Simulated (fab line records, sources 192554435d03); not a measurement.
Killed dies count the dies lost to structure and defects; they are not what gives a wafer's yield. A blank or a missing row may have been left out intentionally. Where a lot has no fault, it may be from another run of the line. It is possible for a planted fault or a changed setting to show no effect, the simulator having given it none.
Split-lot study :: flow n5-finfet :: 21 wafers read from 7 lots, route of 1938 steps

SPLIT DETAILS
At N5_BEOL_M13_EXPOSE_07 (exposes mask V12), the setting dose-mj was moved away from the recipe's 24.8 on 7 of the 21 wafers read, by -4.0% to +6.1%. The other wafers ran this setting at the recipe's value.

FROM THE SPLIT TO THE READING: what the file shows between them, 11 steps
- N5_BEOL_M13_PEB_08: peb time 90 s
- N5_BEOL_M13_DEVELOP_09: develop time 45 s
- N5_BEOL_M13_HARDBAKE_14: time 120 s
- N5_BEOL_M13_CD_MEAS_10: target cd 190 nm
- N5_BEOL_M13_DESCUM_15: chemistry O2, time 7.9 s
- N5_BEOL_M13_ETCH_59: etches BARC in N2/H2, target depth 89 nm, overetch 26.7 nm, time 67.9 s
- N5_BEOL_M13_VIA_ETCH_16: etches SiOC in C4F8/O2/Ar, target depth 921.7 nm
- N5_BEOL_M13_STRIP_63: strips in N2/H2
- N5_BEOL_M13_STRIP_64: strips in N2/H2
- N5_BEOL_M13_STRIP_71: strips in post etch residue remover, time 60 s
- N5_BEOL_M13_SRD_72: time 30 s, dry time 30 s

THE READING
cd-nm at N5_BEOL_M13_CD_MEAS_17, given in nm (cd target 190 nm). Typical for fault-free wafers on this fab line: 190.2 nm, with standard deviation 1.5 nm.

wafer: L078.1
tool, chamber at the split: krf-scanner-02, 0
dose-mj as run: 24.8
against the recipe: recipe
cd-nm, nm: 188.9
against lot-mates on the recipe: -

wafer: L078.2
tool, chamber at the split: krf-scanner-02, 0
dose-mj as run: 24.8
against the recipe: recipe
cd-nm, nm: 189.9
against lot-mates on the recipe: -

wafer: L078.5
tool, chamber at the split: krf-scanner-02, 0
dose-mj as run: 24.8
against the recipe: recipe
cd-nm, nm: 190.8
against lot-mates on the recipe: -

wafer: L081.1
tool, chamber at the split: krf-scanner-02, 0
dose-mj as run: 24.8
against the recipe: recipe
cd-nm, nm: 190.4
against lot-mates on the recipe: -

wafer: L081.2
tool, chamber at the split: krf-scanner-02, 0
dose-mj as run: 26.07
against the recipe: +5.1%
cd-nm, nm: 194.7
against lot-mates on the recipe: +4.2

wafer: L081.4
tool, chamber at the split: krf-scanner-02, 0
dose-mj as run: 24.8
against the recipe: recipe
cd-nm, nm: 190.5
against lot-mates on the recipe: -

wafer: L080.2
tool, chamber at the split: krf-scanner-01, 0
dose-mj as run: 24.8
against the recipe: recipe
cd-nm, nm: 191.2
against lot-mates on the recipe: -

wafer: L080.3
tool, chamber at the split: krf-scanner-01, 0
dose-mj as run: 23.89
against the recipe: -3.7%
cd-nm, nm: 186.7
against lot-mates on the recipe: -4.5

wafer: L080.4
tool, chamber at the split: krf-scanner-01, 0
dose-mj as run: 23.89
against the recipe: -3.7%
cd-nm, nm: 186.8
against lot-mates on the recipe: -4.4

wafer: L082.1
tool, chamber at the split: krf-scanner-01, 0
dose-mj as run: 24.8
against the recipe: recipe
cd-nm, nm: 188.1
against lot-mates on the recipe: -

wafer: L082.2
tool, chamber at the split: krf-scanner-01, 0
dose-mj as run: 26.32
against the recipe: +6.1%
cd-nm, nm: 198.7
against lot-mates on the recipe: +10.6

wafer: L082.5
tool, chamber at the split: krf-scanner-01, 0
dose-mj as run: 26.32
against the recipe: +6.1%
cd-nm, nm: 196.0
against lot-mates on the recipe: +7.9

wafer: L087.2
tool, chamber at the split: krf-scanner-01, 0
dose-mj as run: 24.8
against the recipe: recipe
cd-nm, nm: 189.6
against lot-mates on the recipe: -

wafer: L087.4
tool, chamber at the split: krf-scanner-01, 0
dose-mj as run: 24.8
against the recipe: recipe
cd-nm, nm: 190.7
against lot-mates on the recipe: -

wafer: L087.5
tool, chamber at the split: krf-scanner-01, 0
dose-mj as run: 24.8
against the recipe: recipe
cd-nm, nm: 190.8
against lot-mates on the recipe: -

wafer: L089.2
tool, chamber at the split: krf-scanner-02, 0
dose-mj as run: 24.8
against the recipe: recipe
cd-nm, nm: 191.0
against lot-mates on the recipe: -

wafer: L089.3
tool, chamber at the split: krf-scanner-02, 0
dose-mj as run: 23.82
against the recipe: -4.0%
cd-nm, nm: 185.3
against lot-mates on the recipe: -5.7

wafer: L089.5
tool, chamber at the split: krf-scanner-02, 0
dose-mj as run: 23.82
against the recipe: -4.0%
cd-nm, nm: 187.3
against lot-mates on the recipe: -3.7

wafer: L094.1
tool, chamber at the split: krf-scanner-02, 0
dose-mj as run: 24.8
against the recipe: recipe
cd-nm, nm: 189.6
against lot-mates on the recipe: -

wafer: L094.2
tool, chamber at the split: krf-scanner-02, 0
dose-mj as run: 24.8
against the recipe: recipe
cd-nm, nm: 190.7
against lot-mates on the recipe: -

wafer: L094.6
tool, chamber at the split: krf-scanner-02, 0
dose-mj as run: 24.8
against the recipe: recipe
cd-nm, nm: 193.3
against lot-mates on the recipe: -

FIT RESULTS
A straight line over all 21 wafers: cd-nm changes by +1.04 nm for each +1% of dose-mj; r = +0.93; the points scatter about the line by 1.2 nm.
The same after taking each lot's own level away (the mean of its wafers on the recipe; 21 wafers): +1.28 nm for each +1%; r = +0.96; scatter 1.1 nm.
The reading moves by 7.9 nm for the largest change in dose-mj, on that fit.
From 188.10 to 191.20 nm: that is the span of the lots' own levels, equal to 2.1 times the standard deviation above.
In other words, the slope is changed by the lot-to-lot level; the two fits disagree.
Check: +6.94 nm against its lot-mates is what the line predicts for one of the wafers moved furthest among these (+6.1%) when that wafer is left out of the fit. Against them it came out at +10.6 nm.

FURTHER SPLITS ON THESE WAFERS
Note: prior to the reading, these wafers also went through further splits. Each is held against what the fit with the lots' levels taken away leaves over:
other split on the same wafers: N5_BEOL_M7_ETCH_41 bias-w
wafers away from the commonest value: 9
r with cd-nm (lot level and that fit taken away): -0.35

other split on the same wafers: N5_BEOL_M8_DEP_56 time-s
wafers away from the commonest value: 10
r with cd-nm (lot level and that fit taken away): -0.10

other split on the same wafers: N5_BEOL_M9_COAT_22 spin-rpm
wafers away from the commonest value: 7
r with cd-nm (lot level and that fit taken away): -0.16

other split on the same wafers: N5_BEOL_M9_EXPOSE_25 dose-mj
wafers away from the commonest value: 9
r with cd-nm (lot level and that fit taken away): +0.15

other split on the same wafers: N5_BEOL_M11_COAT_05 spin-rpm
wafers away from the commonest value: 9
r with cd-nm (lot level and that fit taken away): -0.09

other split on the same wafers: N5_BEOL_M13_COAT_04 spin-rpm
wafers away from the commonest value: 8
r with cd-nm (lot level and that fit taken away): -0.06

THE WHOLE CHAIN: every reading that the file lists as answering this split, in the file's order
step: N5_BEOL_M13_CD_MEAS_10
what it does: target cd 190 nm
reading: cd-nm
change (the file's fit): +1.23 nm for each +1% of the setting
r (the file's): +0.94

step: N5_BEOL_M13_CD_MEAS_17
what it does: target cd 190 nm
reading: cd-nm
change (the file's fit): +1.22 nm for each +1% of the setting
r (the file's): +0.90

FILE'S OWN FIT
cd-nm changes by +1.22 nm for each +1% of dose-mj, r = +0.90.
